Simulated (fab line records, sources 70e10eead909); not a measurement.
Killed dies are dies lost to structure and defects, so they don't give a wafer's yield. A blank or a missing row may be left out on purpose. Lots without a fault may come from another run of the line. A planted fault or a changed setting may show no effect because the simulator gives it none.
A struck lot beside a sound one | flow nand_harc | 24 steps out of a route of 1159
Sound: wafers L595.1, L595.2, L595.6. Struck: wafers L604.1, L604.3, L604.5. The cause comes at the end.
At each step with rows: each side's tool, then ch and its chambers, then its first start. Under that, the readings that differ: sound wafers | struck wafers | difference of the means | sigmas: that difference in standard deviations of wafers without a fault.
alike: readings whose means differ by less than 2 such deviations, and words and numbers that are the same on both sides. not compared: withheld readings, readings that some wafer has no value for, bounds like >300 that may hide the same value, and numbers for which the record gives no deviation and whose values overlap.
The two part at a step that has a row with sigmas, a row that says differs or no value, or rows on one side only. Numbers that don't overlap but have no deviation are shown without sigmas and don't part them. A reading that every wafer of one side lacks parts them only if that side has two wafers or more.

first, 1 step without rows for these wafers: NHARC_A_CHANNEL_HOLE_D1_ETCH_39 (etches the open film in N2/H2, target depth 260 nm, time 325 s).
NHARC_A_CHANNEL_HOLE_D1_ETCH_34: etches the open film in CF4/CHF3, target depth 154 nm, time 77 s.
  sound on rie_diel-09 ch 0,3; struck on rie_diel-09 ch 1,2
  reading               | sound             | struck            | difference | sigmas
  oes_product_au (a.u.) | 0.898 0.935 0.941 | 0.975 0.977 0.970 | +0.049     | +2
  alike: bias_w, cf4_flow_sccm, drypump_motor_current_A, rf_vpp_V, showerhead_plenum_p_Torr, throttle_valve_pct
  not compared: rf_hours_counter_h
then, 1 step without rows for these wafers: NHARC_A_CHANNEL_HOLE_D1_ETCH_16 (etches the open film in O2/COS, target depth 3100 nm, time 806 s).
NHARC_A_CHANNEL_HOLE_D1_CD_MEAS_18:
  sound on cd_sem-02, day 8 21:14; struck on cd_sem-03, day 10 13:20
  alike: cd_nm
then, 1 step without rows for these wafers: NHARC_A_CHANNEL_HOLE_D1_ETCH_19 (etches the open film in C4F8/O2/Ar, time 34.5 s).
NHARC_A_CHANNEL_HOLE_D1_ETCH_20: etches the open film in C4F8/O2/Ar, time 361.9 s, target depth 1600 nm.
  sound on har_etch-02 ch 0,1, day 8 21:25; struck on har_etch-02 ch 0,1, day 10 13:32
  alike: c4f8_flow_sccm, chamber_pressure_mTorr, drypump_motor_current_A, o2_flow_sccm, showerhead_plenum_p_Torr, throttle_valve_pct
  not compared: rf_hours_counter_h
then, 2 steps without rows for these wafers: NHARC_A_CHANNEL_HOLE_D1_ETCH_21 (etches the open film in C4F8/O2/Ar, time 514.3 s, target depth 1600 nm); NHARC_A_CHANNEL_HOLE_D1_ETCH_22 (etches the open film in C4F8/O2/Ar, time 666.7 s, target depth 1600 nm).
NHARC_A_CHANNEL_HOLE_D1_ETCH_23: etches the open film in C4F8/O2/Ar, time 819 s, target depth 1600 nm.
  sound on har_etch-02 ch 0,1, day 8 22:43; struck on har_etch-02 ch 0,1, day 10 14:52
  reading             | sound             | struck            | difference | sigmas
  o2_flow_sccm (sccm) | 35.73 35.65 35.85 | 35.29 35.61 35.47 | -0.29      | -2
  alike: c4f8_flow_sccm, chamber_pressure_mTorr, drypump_motor_current_A, showerhead_plenum_p_Torr, throttle_valve_pct
  not compared: rf_hours_counter_h
NHARC_A_CHANNEL_HOLE_D1_ETCH_24: etches the open film in C4F8/O2/Ar, time 906.2 s, target depth 1500 nm.
  sound on har_etch-02 ch 0,1, day 8 23:25; struck on har_etch-02 ch 0,1, day 10 15:34
  alike: c4f8_flow_sccm, chamber_pressure_mTorr, drypump_motor_current_A, o2_flow_sccm, showerhead_plenum_p_Torr, throttle_valve_pct
  not compared: rf_hours_counter_h
then, 1 step without rows for these wafers: NHARC_A_CHANNEL_HOLE_D1_ETCH_25 (etches the open film in C4F8/O2/Ar, time 1040.2 s, target depth 1500 nm).
NHARC_A_CHANNEL_HOLE_D1_ETCH_26: etches the open film in C4F8/O2/Ar, time 224.1 s, target depth 300 nm.
  sound on har_etch-02 ch 0,1, day 9 01:04; struck on har_etch-02 ch 0,1, day 10 17:11
  alike: bias_v, c4f8_flow_sccm, drypump_motor_current_A, o2_flow_sccm, showerhead_plenum_p_Torr, throttle_valve_pct
  not compared: rf_hours_counter_h
NHARC_A_CHANNEL_HOLE_D1_ETCH_33: etches the open film in C4F8/O2/Ar, time 90 s, target depth 400 nm.
  sound on har_etch-02 ch 0,1, day 9 01:16; struck on har_etch-02 ch 0,1, day 10 17:23
  no value came back on the struck wafers for any of 6 readings (bias_v (V), c4f8_flow_sccm (sccm) and others); on the sound wafers bias_v (V) reads 402 409 401
  not compared: rf_hours_counter_h
then, 7 steps without rows for these wafers: NHARC_A_CHANNEL_HOLE_D1_STRIP_41 (strips in N2/H2); NHARC_A_CHANNEL_HOLE_D1_STRIP_42 (strips in CF4/CHF3); NHARC_A_CHANNEL_HOLE_D1_STRIP_43 (strips in O2/COS); NHARC_A_CHANNEL_HOLE_D1_ETCH_44 (etches the open film in CF4/O2, target depth 140 nm, overetch 14 nm, time 77 s); NHARC_A_CHANNEL_HOLE_D1_STRIP_27 (strips in O2); NHARC_A_CHANNEL_HOLE_D1_PRECLEAN_28 (cleans in SC1); NHARC_A_CHANNEL_HOLE_D1_SRD_29.
NHARC_A_CHANNEL_HOLE_D1_CD_MEAS_30:
  sound on cd_sem-01, day 9 03:28; struck on cd_sem-03, day 10 19:25
  alike: cd_nm
NHARC_A_CHANNEL_HOLE_D1_XSEM_31:
  sound on xsem-02 ch 0, day 9 03:34; struck on xsem-02 ch 0, day 10 19:31
  alike: bot_cd_nm, bow_nm, tilt_deg
NHARC_A_CHANNEL_HOLE_D1_INSPECT_40:
  sound on defect_inspect-01, day 9 03:39; struck on defect_inspect-02, day 10 19:36
  alike: raw_defect_count
-- the record jumps here: 11 days lie between the struck wafers' starts before and after (it left off in module A_CHANNEL_HOLE_D1 and takes up again in module END, whose first step shown is number 1159 of the route) --
NHARC_END_SORT_01:
  sound on prober-01 ch 0, day 20 18:25; struck on prober-01 ch 0, day 21 17:58
  reading         | sound    | struck                                                               | difference                   | sigmas
  hold            | - - -    | await_dispo/2.4h/scrap await_dispo/2.4h/scrap await_dispo/2.4h/scrap | no value on the sound wafers |
  killed_at_array | 17 11 20 | 674 673 672                                                          | +657                         | +60
  killed_dies     | 20 15 31 | 677 677 677                                                          | +655                         | +55
  alike: killed_at_other, killed_at_periphery, killed_open, killed_short

WHERE THEY PART
First at NHARC_A_CHANNEL_HOLE_D1_ETCH_34; last, within this record, at NHARC_END_SORT_01.

WHY: what the simulator had put in
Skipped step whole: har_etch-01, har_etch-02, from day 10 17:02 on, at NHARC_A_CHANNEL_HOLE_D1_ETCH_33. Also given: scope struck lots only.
